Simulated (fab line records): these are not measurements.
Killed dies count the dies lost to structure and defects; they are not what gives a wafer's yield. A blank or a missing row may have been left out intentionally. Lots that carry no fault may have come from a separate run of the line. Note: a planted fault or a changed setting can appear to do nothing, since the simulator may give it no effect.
Chamber matching    flow n5_finfet    pecvd-03 running N5_BEOL_M10_DEP_56: 3 sister chambers
The step deposits SiCN from 3MS/NH3, target thk 15 nm, time 26.5 s. 6 wafers are shown with their chamber, then 10 later ones without.

## WAFERS WITH THEIR CHAMBER
wafer   chamber  throttle_valve_pct (%)  showerhead_plenum_p_Torr (Torr)
L085.5  2        8.4                     3.688
L085.6  1        9.1                     3.668
L087.4  2        8.4                     3.686
L087.6  0        9.6                     3.663
L091.4  1        9.1                     3.664
L091.5  0        9.7                     3.653

## WAFERS WITH NO CHAMBER GIVEN
wafer   throttle_valve_pct (%)  showerhead_plenum_p_Torr (Torr)
L091.6  7.9                     3.688
L090.1  8.4                     3.681
L090.2  9.1                     3.668
L090.6  9.1                     3.665
L095.2  9.6                     3.660
L095.4  8.4                     3.685
L095.5  9.2                     3.667
L096.1  9.4                     3.655
L096.4  8.3                     3.683
L096.5  9.4                     3.653

## THE CHAMBER EACH PASSED THROUGH
wafer   from the rows above      in truth
L091.6  2                        2
L090.1  2                        2
L090.2  1                        1
L090.6  1                        1
L095.2  0                        0
L095.4  2                        2
L095.5  1                        1
L096.1  can't be placed: 0 or 1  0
L096.4  2                        2
L096.5  can't be placed: 0 or 1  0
Correct placement for 8 of the 10. From these rows, 2 cannot be placed; in 2 the true chamber is one of the candidates. 0 placed wrongly.
How it was worked out, from the rows above alone: a wafer's distance from a chamber is the root of the sum, over the readings, of the square of ((its reading less the chamber's mean) divided by the reading's scatter). If the next closest chamber is less than 2 further off than the closest, the wafer can't be placed; otherwise it belongs to the closest. A chamber's mean is the mean of its shown wafers. The scatter: take each reading less its chamber's mean, square it, sum over the shown wafers, divide by the number of wafers less the number of chambers, and take the root.
